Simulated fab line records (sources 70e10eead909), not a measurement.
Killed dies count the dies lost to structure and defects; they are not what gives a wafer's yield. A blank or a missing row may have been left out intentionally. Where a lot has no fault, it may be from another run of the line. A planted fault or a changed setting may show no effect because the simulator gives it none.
Matching of chambers -- flow nand_harc -- NHARC_A_ZERO_WELL_DESCUM_12 on rie_diel-10: 4 sister chambers
The step chemistry O2, time 3 s. 4 wafers are shown with their chamber, then 12 later ones without.

WAFERS PAIRED WITH THEIR CHAMBERS
wafer,chamber,drypump_motor_current_A (A)
L082.1,0,5.7
L082.6,3,6.3
L088.5,1,5.2
L088.6,2,5.7

WAFERS MISSING THEIR CHAMBER
wafer,drypump_motor_current_A (A)
L091.2,6.3
L091.4,5.2
L091.5,6.3
L092.1,6.3
L092.5,5.2
L092.6,5.7
L095.1,5.7
L095.2,5.7
L095.5,5.2
L097.1,5.7
L097.3,5.8
L097.6,5.7

WHICH CHAMBER EACH WENT THROUGH
wafer,from the rows above,in truth
L091.2,3,3
L091.4,1,1
L091.5,3,3
L092.1,3,3
L092.5,1,1
L092.6,can't be placed: 0 or 2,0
L095.1,can't be placed: 0 or 2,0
L095.2,can't be placed: 0 or 2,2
L095.5,1,1
L097.1,can't be placed: 0 or 2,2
L097.3,can't be placed: 0 or 2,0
L097.6,can't be placed: 0 or 2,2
Correctly placed: 6 of 12. Unplaceable from these rows: 6, with the true chamber sitting among the candidates in 6. 0 placed wrongly.
How it was worked out, from the rows above alone: a wafer's distance from a chamber is the root of the sum, over the readings, of the square of ((its reading less the chamber's mean) divided by the reading's scatter). If the next closest chamber is less than 2 further off than the closest, the wafer can't be placed; otherwise it belongs to the closest. The mean given for a chamber averages the wafers shown for that chamber. The scatter: with one shown wafer a chamber, the root of the mean of the squares of how far each hidden wafer lies from its nearest shown one.
